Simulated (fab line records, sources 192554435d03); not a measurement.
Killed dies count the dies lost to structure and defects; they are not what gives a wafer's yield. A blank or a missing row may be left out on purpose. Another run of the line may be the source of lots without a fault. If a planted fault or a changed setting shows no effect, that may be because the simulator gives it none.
The tool behind it: which one? :: flow n5 finfet :: 11 lots with 32 wafers sampled at 6 steps, on a route of 1938 steps

## WHAT THE GAUGES READ, wafer by wafer
N5_SD_EPI_N_EPI_MEAS_23. Usual: 59.1 nm for thk nm, sd 1.1.
lot: L161
measured: day 3 04:00
on: film metro-02
thk nm (nm): 57.6 58.5 59.1
flag: 

lot: L163
measured: day 4 01:57
on: film metro-02
thk nm (nm): 56.8 59.9 57.6
flag: 

lot: L166
measured: day 4 12:36
on: film metro-01
thk nm (nm): 58.9 57.7 59.8
flag: 

lot: L169
measured: day 5 05:52
on: film metro-02
thk nm (nm): 56.6 58.3 59.9
flag: 

lot: L170
measured: day 5 11:16
on: film metro-01
thk nm (nm): 60.0 57.1 58.0
flag: 

lot: L171
measured: day 5 15:19
on: film metro-02
thk nm (nm): 58.0 58.6 60.8
flag: 

lot: L173
measured: day 6 08:06
on: film metro-02
thk nm (nm): 59.9 59.9 59.3
flag: 

lot: L174
measured: day 6 11:45
on: film metro-02
thk nm (nm): 58.0 60.0 59.8
flag: 

lot: L175
measured: day 6 17:11
on: film metro-02
thk nm (nm): 60.5 58.6 59.5
flag: 

lot: L180
measured: day 8 04:41
on: film metro-02
thk nm (nm): 59.0 59.6 59.7
flag: 

lot: L183
measured: day 8 23:23
on: film metro-01
thk nm (nm): 58.0 59.3
flag: 

N5_SD_EPI_P_CD_MEAS_09 targets a cd of 240 nm. Usual: 239.6 nm for cd nm, sd 0.79.
lot: L161
measured: day 3 04:55
on: cd sem-03
cd nm (nm): 240.1 239.6 239.8
flag: 

lot: L163
measured: day 4 02:54
on: cd sem-01
cd nm (nm): 240.2 239.8 239.8
flag: 

lot: L166
measured: day 4 13:34
on: cd sem-03
cd nm (nm): 240.0 240.0 239.5
flag: 

lot: L169
measured: day 5 06:43
on: cd sem-03
cd nm (nm): 238.4 237.8 238.6
flag: 

lot: L170
measured: day 5 12:13
on: cd sem-03
cd nm (nm): 239.8 240.2 239.6
flag: 

lot: L171
measured: day 5 16:09
on: cd sem-01
cd nm (nm): 240.3 239.2 239.1
flag: 

lot: L173
measured: day 6 09:03
on: cd sem-02
cd nm (nm): 239.2 238.9 239.8
flag: 

lot: L174
measured: day 6 12:42
on: cd sem-03
cd nm (nm): 238.9 239.9 240.1
flag: 

lot: L175
measured: day 6 18:14
on: cd sem-01
cd nm (nm): 240.4 241.1 239.1
flag: 

lot: L180
measured: day 8 05:31
on: cd sem-01
cd nm (nm): 239.5 239.3 239.8
flag: 

lot: L183
measured: day 9 00:35
on: cd sem-03
cd nm (nm): 241.7 240.5
flag: 

N5_SD_EPI_P_INSPECT_11: inspects for defects (macro). Usual: 2.0 for raw defect count, sd 1.5.
lot: L161
measured: day 3 04:58
on: defect inspect-01
raw defect count: 2 1 1
flag: 

lot: L163
measured: day 4 02:57
on: defect inspect-02
raw defect count: 0 2 2
flag: 

lot: L166
measured: day 4 13:38
on: defect inspect-02
raw defect count: 4 4 2
flag: 

lot: L169
measured: day 5 06:46
on: defect inspect-02
raw defect count: 2 3 0
flag: 

lot: L170
measured: day 5 12:17
on: defect inspect-01
raw defect count: 2 0 1
flag: 

lot: L171
measured: day 5 16:12
on: defect inspect-02
raw defect count: 5 1 0
flag: 

lot: L173
measured: day 6 09:06
on: defect inspect-01
raw defect count: 0 1 3
flag: 

lot: L174
measured: day 6 12:46
on: defect inspect-02
raw defect count: 1 1 0
flag: 

lot: L175
measured: day 6 18:18
on: defect inspect-01
raw defect count: 1 1 1
flag: 

lot: L180
measured: day 8 05:34
on: defect inspect-01
raw defect count: 3 4 0
flag: 

lot: L183
measured: day 9 00:38
on: defect inspect-02
raw defect count: 5 1
flag: 

N5_SD_EPI_P_EPI_MEAS_23. Usual: 61.0 nm for thk nm, sd 1.3.
lot: L161
measured: day 3 08:33
on: film metro-02
thk nm (nm): 61.6 62.0 63.8
flag: 

lot: L163
measured: day 4 06:32
on: film metro-01
thk nm (nm): 59.2 61.0 58.9
flag: 

lot: L166
measured: day 4 17:12
on: film metro-02
thk nm (nm): 60.5 62.1 60.6
flag: 

lot: L169
measured: day 5 10:20
on: film metro-01
thk nm (nm): 60.7 63.1 63.2
flag: 

lot: L170
measured: day 5 15:52
on: film metro-01
thk nm (nm): 60.2 60.9 60.7
flag: 

lot: L171
measured: day 5 19:47
on: film metro-02
thk nm (nm): 48.2 46.5 48.4
flag: OFF

lot: L173
measured: day 6 12:41
on: film metro-02
thk nm (nm): 46.9 49.1 47.6
flag: OFF

lot: L174
measured: day 6 16:20
on: film metro-02
thk nm (nm): 59.4 59.3 59.4
flag: 

lot: L175
measured: day 6 21:55
on: film metro-01
thk nm (nm): 60.7 62.3 59.4
flag: 

lot: L180
measured: day 8 09:09
on: film metro-02
thk nm (nm): 61.2 61.1 60.5
flag: 

lot: L183
measured: day 9 04:59
on: film metro-01
thk nm (nm): 60.4 60.6
flag: 

N5_BEOL_M4_RC_MEAS_101. Usual: DIBL_N 35.7 mV/V, standard deviation 1.5; DIBL_P 35.7 mV/V, standard deviation 2; IOFF_N 0.155 nA/um, standard deviation 0.026; IOFF_P 0.20 nA/um, standard deviation 0.031; ION_N 675 uA/um, standard deviation 11; ION_P 462 uA/um, standard deviation 7.1; SS_N 71.3 mV/dec, standard deviation 0.57; SS_P 73.1 mV/dec, standard deviation 0.56; VT_N 250 mV, standard deviation 3; VT_P -251 mV, standard deviation 3.
lot: L161
measured: day 8 07:52
on: prober-02
DIBL_N (mV/V): 36.7 37.2 35.3
DIBL_P (mV/V): 36.3 36.8 34.4
IOFF_N (nA/um): 0.153 0.171 0.142
IOFF_P (nA/um): 0.21 0.23 0.18
ION_N (uA/um): 667 673 666
ION_P (uA/um): 459 459 461
SS_N (mV/dec): 71.6 71.7 71.2
SS_P (mV/dec): 72.7 73.6 72.6
VT_N (mV): 251 250 252
VT_P (mV): -252 -249 -251
flag: 

lot: L163
measured: day 9 02:08
on: prober-02
DIBL_N (mV/V): 34.0 36.0 33.7
DIBL_P (mV/V): 33.8 37.2 33.5
IOFF_N (nA/um): 0.141 0.186 0.142
IOFF_P (nA/um): 0.19 0.26 0.19
ION_N (uA/um): 683 685 678
ION_P (uA/um): 462 468 465
SS_N (mV/dec): 71.2 71.9 70.4
SS_P (mV/dec): 72.1 73.3 72.3
VT_N (mV): 250 245 249
VT_P (mV): -250 -246 -250
flag: 

lot: L166
measured: day 9 06:25
on: prober-01
DIBL_N (mV/V): 32.8 30.9 34.8
DIBL_P (mV/V): 32.8 30.8 34.6
IOFF_N (nA/um): 0.124 0.101 0.152
IOFF_P (nA/um): 0.17 0.14 0.19
ION_N (uA/um): 669 638 676
ION_P (uA/um): 460 444 460
SS_N (mV/dec): 71.5 69.9 71.7
SS_P (mV/dec): 72.4 71.8 72.7
VT_N (mV): 251 256 247
VT_P (mV): -251 -255 -252
flag: 

lot: L169
measured: day 10 09:34
on: prober-01
DIBL_N (mV/V): 36.5 35.9 37.2
DIBL_P (mV/V): 35.5 34.9 35.3
IOFF_N (nA/um): 0.148 0.127 0.156
IOFF_P (nA/um): 0.22 0.20 0.22
ION_N (uA/um): 666 666 662
ION_P (uA/um): 462 464 453
SS_N (mV/dec): 71.8 71.2 71.4
SS_P (mV/dec): 73.4 73.2 73.3
VT_N (mV): 252 252 254
VT_P (mV): -249 -250 -246
flag: 

lot: L170
measured: day 10 08:38
on: prober-01
DIBL_N (mV/V): 34.8 36.7 36.9
DIBL_P (mV/V): 33.6 35.2 35.2
IOFF_N (nA/um): 0.122 0.161 0.152
IOFF_P (nA/um): 0.17 0.18 0.19
ION_N (uA/um): 652 677 675
ION_P (uA/um): 450 459 450
SS_N (mV/dec): 71.1 71.2 71.0
SS_P (mV/dec): 73.1 73.7 72.9
VT_N (mV): 255 248 253
VT_P (mV): -256 -256 -256
flag: 

lot: L171
measured: day 10 16:27
on: prober-01
DIBL_N (mV/V): 34.5 37.3 37.2
DIBL_P (mV/V): 35.2 38.2 37.7
IOFF_N (nA/um): 0.134 0.171 0.164
IOFF_P (nA/um): 0.16 0.20 0.20
ION_N (uA/um): 678 684 682
ION_P (uA/um): 463 462 461
SS_N (mV/dec): 71.0 72.0 71.2
SS_P (mV/dec): 72.7 74.3 74.1
VT_N (mV): 251 247 250
VT_P (mV): -255 -254 -252
flag: 

lot: L173
measured: day 11 12:53
on: prober-01
DIBL_N (mV/V): 35.4 34.8 34.9
DIBL_P (mV/V): 35.9 35.0 34.9
IOFF_N (nA/um): 0.176 0.153 0.155
IOFF_P (nA/um): 0.23 0.21 0.21
ION_N (uA/um): 693 682 678
ION_P (uA/um): 478 471 470
SS_N (mV/dec): 71.7 70.9 70.7
SS_P (mV/dec): 73.7 73.1 73.3
VT_N (mV): 246 249 248
VT_P (mV): -247 -248 -250
flag: 

lot: L174
measured: day 11 15:58
on: prober-02
DIBL_N (mV/V): 40.4 35.7 37.5
DIBL_P (mV/V): 41.2 35.2 37.8
IOFF_N (nA/um): 0.250 0.151 0.180
IOFF_P (nA/um): 0.28 0.19 0.21
ION_N (uA/um): 700 672 685
ION_P (uA/um): 466 460 466
SS_N (mV/dec): 72.0 70.9 71.6
SS_P (mV/dec): 74.0 72.9 73.3
VT_N (mV): 243 250 250
VT_P (mV): -248 -254 -252
flag: 

lot: L175
measured: day 12 03:38
on: prober-02
DIBL_N (mV/V): 34.9 35.6 35.3
DIBL_P (mV/V): 35.7 35.3 36.2
IOFF_N (nA/um): 0.146 0.153 0.148
IOFF_P (nA/um): 0.18 0.18 0.20
ION_N (uA/um): 680 667 676
ION_P (uA/um): 461 459 465
SS_N (mV/dec): 70.7 70.9 70.3
SS_P (mV/dec): 72.8 73.2 73.6
VT_N (mV): 249 250 250
VT_P (mV): -250 -250 -252
flag: 

lot: L180
measured: day 12 22:20
on: prober-01
DIBL_N (mV/V): 34.8 36.9 36.3
DIBL_P (mV/V): 33.1 36.3 35.8
IOFF_N (nA/um): 0.112 0.160 0.146
IOFF_P (nA/um): 0.18 0.23 0.22
ION_N (uA/um): 654 682 679
ION_P (uA/um): 458 474 468
SS_N (mV/dec): 71.0 71.2 71.5
SS_P (mV/dec): 72.4 73.0 72.6
VT_N (mV): 255 248 250
VT_P (mV): -251 -247 -249
flag: 

lot: L183
measured: day 14 00:10
on: prober-01
DIBL_N (mV/V): 36.4 37.0
DIBL_P (mV/V): 38.0 39.4
IOFF_N (nA/um): 0.163 0.172
IOFF_P (nA/um): 0.20 0.22
ION_N (uA/um): 666 676
ION_P (uA/um): 459 464
SS_N (mV/dec): 71.1 71.1
SS_P (mV/dec): 73.1 73.1
VT_N (mV): 246 249
VT_P (mV): -252 -251
flag: 

## WHAT TOOL EACH LOT RAN ON (gives the tool, then ch and the chambers of the sampled wafers, and finally the start)
lot: L161
N5_SD_EPI_P_EPI_21: epi rpcvd-01 ch 0, day 3 06:22

lot: L163
N5_SD_EPI_P_EPI_21: epi rpcvd-01 ch 0, day 4 04:20

lot: L166
N5_SD_EPI_P_EPI_21: epi rpcvd-01 ch 0, day 4 15:01

lot: L169
N5_SD_EPI_P_EPI_21: epi rpcvd-01 ch 0, day 5 08:08

lot: L170
N5_SD_EPI_P_EPI_21: epi rpcvd-02 ch 0, day 5 13:40

lot: L171
N5_SD_EPI_P_EPI_21: epi rpcvd-01 ch 0, day 5 17:56

lot: L173
N5_SD_EPI_P_EPI_21: epi rpcvd-01 ch 0, day 6 10:29

lot: L174
N5_SD_EPI_P_EPI_21: epi rpcvd-04 ch 0, day 6 14:30

lot: L175
N5_SD_EPI_P_EPI_21: epi rpcvd-02 ch 0, day 6 19:43

lot: L180
N5_SD_EPI_P_EPI_21: epi rpcvd-04 ch 0, day 8 07:40

lot: L183
N5_SD_EPI_P_EPI_21: epi rpcvd-02 ch 0, day 9 04:13
- N5_SD_EPI_P_EPI_21: deposits SiGe:B, time 355 s.

## AS READ BY THE TOOLS THEMSELVES (means over the sampled wafers that have a number; for cases with no such wafer, the mark the record gives instead)
The record holds no such reading with a usual standard deviation.

## THE ANSWER, worked out from the rows above alone
Rule: a lot counts as off when the mean over its wafers that have a number is more than 3 standard deviations away from the usual mean. Also off: a lot with no number at a reading for which 4 or more lots have one. All remaining lots with rows at the step are treated as sound. After the gauges, taken in route order, come the tools' own readings; for these a lot's mean is taken, as printed above. At the first step where some lot is off, the reading lying furthest off is the one used; lots without a number count as furthest.
Off, at N5_SD_EPI_P_EPI_MEAS_23 on thk nm: L171, L173.
If a tool, at a process step before that reading, ran all the lots that are off and no sound lot after the first of them, it fits. Those tools and the gauges at N5_SD_EPI_P_EPI_MEAS_23 are tried in the same way. One candidate fits, namely epi rpcvd-01 at N5_SD_EPI_P_EPI_21. Its last sound lot is L169 (day 5 08:08), its first lot that is off L171 (day 5 17:56): a fault that began between those two fits.

## WHAT WAS PUT IN BY THE SIMULATOR
Site profile drift: epi rpcvd-01, from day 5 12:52 on, at N5_SD_EPI_P_EPI_21. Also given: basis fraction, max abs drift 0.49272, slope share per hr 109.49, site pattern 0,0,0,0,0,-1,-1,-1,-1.
Lots struck among those shown: L171, L173. The same result came from the rule above.
